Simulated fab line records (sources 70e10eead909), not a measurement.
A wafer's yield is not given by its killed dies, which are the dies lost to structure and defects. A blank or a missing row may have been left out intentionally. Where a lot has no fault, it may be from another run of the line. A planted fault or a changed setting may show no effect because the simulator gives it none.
Comparing a struck lot with a sound one | flow nand-harc | 25 out of 1302 route steps
Sound: the wafers L936.1, L936.5, L936.6. Wafers L944.2, L944.4, L944.6 were the ones struck. The cause comes at the end.
Per side, at each step with rows, come the tool, then ch with its chambers, and then its first start. Under that, the readings that differ: sound wafers | struck wafers | difference of the means | sigmas: that difference in standard deviations of wafers without a fault.
alike: same words and numbers on both sides, and readings whose means sit less than 2 such deviations apart. not compared: any withheld reading, any reading some wafer has no value for, any bound like >300 that may hide the same value, and any number with overlapping values for which the record gives no deviation.
A row with sigmas, a row that says differs or no value, or rows on one side alone: a step with any of these is where the two part. Numbers that have no deviation but don't overlap get no sigmas and don't part them. A reading that every wafer of one side lacks parts them only if that side has two wafers or more.

first, 5 steps without rows for these wafers: NHARC_P_GATE_STRIP_15 (strips in SPM, time 780 s); NHARC_P_GATE_PRECLEAN_71 (cleans in SC1); NHARC_P_GATE_SRD_72; NHARC_P_GATE_OXIDE_16 (material SiO2, target thk 3 nm, ox time 392 s); NHARC_P_GATE_CVD_17 (deposits poly-Si, target thk 150 nm, time 900 s).
NHARC_P_GATE_HM_DEP_102: deposits aC, target thk 120 nm.
  sound on acl-dep-02 ch 0, day 8 19:25; struck on acl-dep-03 ch 0, day 12 05:58
  alike: throttle-valve-pct
NHARC_P_GATE_DEP_103: deposits SiON, target thk 30 nm.
  sound on pecvd-01 ch 1,2, day 8 20:39; struck on pecvd-02 ch 0,1,2, day 12 06:35
  alike: heater-power-w
  not compared: since-wet-clean-h
then, 5 steps without rows for these wafers: NHARC_P_GATE_DEHYDRATE_18 (time 120 s); NHARC_P_GATE_HMDS_19 (time 30 s); NHARC_P_GATE_COAT_20 (resist thk 90 nm); NHARC_P_GATE_SOFTBAKE_21 (time 55 s); NHARC_P_GATE_EBR_22.
NHARC_P_GATE_EXPOSE_23: exposes mask P GATE, target cd 120 nm.
  sound on arfi-scanner-01 ch 0, day 8 21:00; struck on arfi-scanner-01 ch 0, day 12 07:04
  reading              | sound             | struck            | difference | sigmas
  exposure-dose-mJ-cm2 | 93.86 93.96 93.93 | 69.13 69.14 69.00 | -24.83     | -99 or more
  alike: mask, reticle-temp-C
then, 2 steps without rows for these wafers: NHARC_P_GATE_PEB_24 (peb time 65 s); NHARC_P_GATE_DEVELOP_25 (develop time 35 s).
NHARC_P_GATE_CD_MEAS_26 targets a cd of 120 nm.
  sound on cd-sem-01 ch 0, day 8 21:08; struck on cd-sem-01 ch 0, day 12 07:13
  reading    | sound             | struck            | difference | sigmas
  cd-nm (nm) | 119.3 119.2 119.7 | 136.9 137.4 137.6 | +17.9      | +32
NHARC_P_GATE_OVL_MEAS_27:
  struck on overlay-01, day 12 07:18; sound on overlay-02, day 8 21:14
  reading           | sound       | struck         | difference | sigmas
  overlay-x-nm (nm) | 2.0 2.3 2.0 | -0.6 -0.4 -0.7 | -2.7       | -2
  alike: overlay-y-nm
NHARC_P_GATE_INSPECT_28:
  struck on defect-inspect-01, day 12 07:20; sound on defect-inspect-01, day 8 21:16
  alike: raw-defect-count
NHARC_P_GATE_DESCUM_31: chemistry O2, time 3 s.
  sound on rie-diel-10 ch 2,3, day 8 21:20; struck on rie-diel-09 ch 2,3, day 12 07:24
  reading                 | sound           | struck            | difference | sigmas
  model.P_GATE.cd-nm (nm) | 118.8 119 119.4 | 137.1 137.5 137.7 | +18.4      |
  alike: drypump-motor-current-A, oes-product-au, rf-vpp-V, showerhead-plenum-p-Torr, throttle-valve-pct
  not compared: rf-hours-counter-h
NHARC_P_GATE_ETCH_104: etches the open film in CF4/CHF3, target depth 60 nm.
  sound on rie-diel-10 ch 0,1,3, day 8 21:25; struck on rie-diel-09 ch 0,2,3, day 12 07:29
  alike: drypump-motor-current-A, oes-product-au, rf-vpp-V, showerhead-plenum-p-Torr, throttle-valve-pct
NHARC_P_GATE_HM_OPEN_105: chemistry O2/COS, target depth 360 nm.
  sound: rie-diel-10 ch 0,1,3; struck: rie-diel-09 ch 0,2,3
  reading               | sound             | struck            | difference | sigmas
  oes-product-au (a.u.) | 1.006 1.016 1.014 | 0.980 0.987 0.985 | -0.028     | -2
  alike: drypump-motor-current-A, rf-vpp-V, showerhead-plenum-p-Torr, throttle-valve-pct
  not compared: rf-hours-counter-h
then, 1 step without rows for these wafers: NHARC_P_GATE_STRIP_106 (strips in O2/COS).
NHARC_P_GATE_ETCH_114: etches the open film in CF4/O2, target depth 30 nm, overetch 3 nm, time 16.5 s.
  sound: rie-diel-10 ch 1,2; struck: rie-diel-09 ch 0,2
  alike: drypump-motor-current-A, oes-product-au, rf-vpp-V, showerhead-plenum-p-Torr, throttle-valve-pct
  not compared: rf-hours-counter-h
NHARC_P_GATE_ETCH_32: etches the open film in HBr/Cl2, target depth 150 nm, time 100.1 s.
  sound on rie-si-01 ch 0,2,3, day 8 21:50; struck on rie-si-01 ch 1,2, day 12 07:52
  reading                 | sound             | struck            | difference | sigmas
  model.P_GATE.cd-nm (nm) | 120.4 116.9 118.7 | 131.2 134.6 128.9 | +12.9      |
  alike: drypump-motor-current-A, oes-product-au, throttle-valve-pct
  not compared: rf-hours-counter-h
then, 1 step without rows for these wafers: NHARC_P_GATE_STRIP_108 (strips in O2).

## WHERE THEY PART
Earliest at NHARC_P_GATE_EXPOSE_23; latest, in this record, at NHARC_P_GATE_HM_OPEN_105. Later steps at which nothing parts them and some readings are alike: NHARC_P_GATE_ETCH_114, NHARC_P_GATE_ETCH_32.

WHY: whatever the simulator had introduced
Drift in process parameters on arfi-scanner-01 at NHARC_P_GATE_EXPOSE_23, starting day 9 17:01. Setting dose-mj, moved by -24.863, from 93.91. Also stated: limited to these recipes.
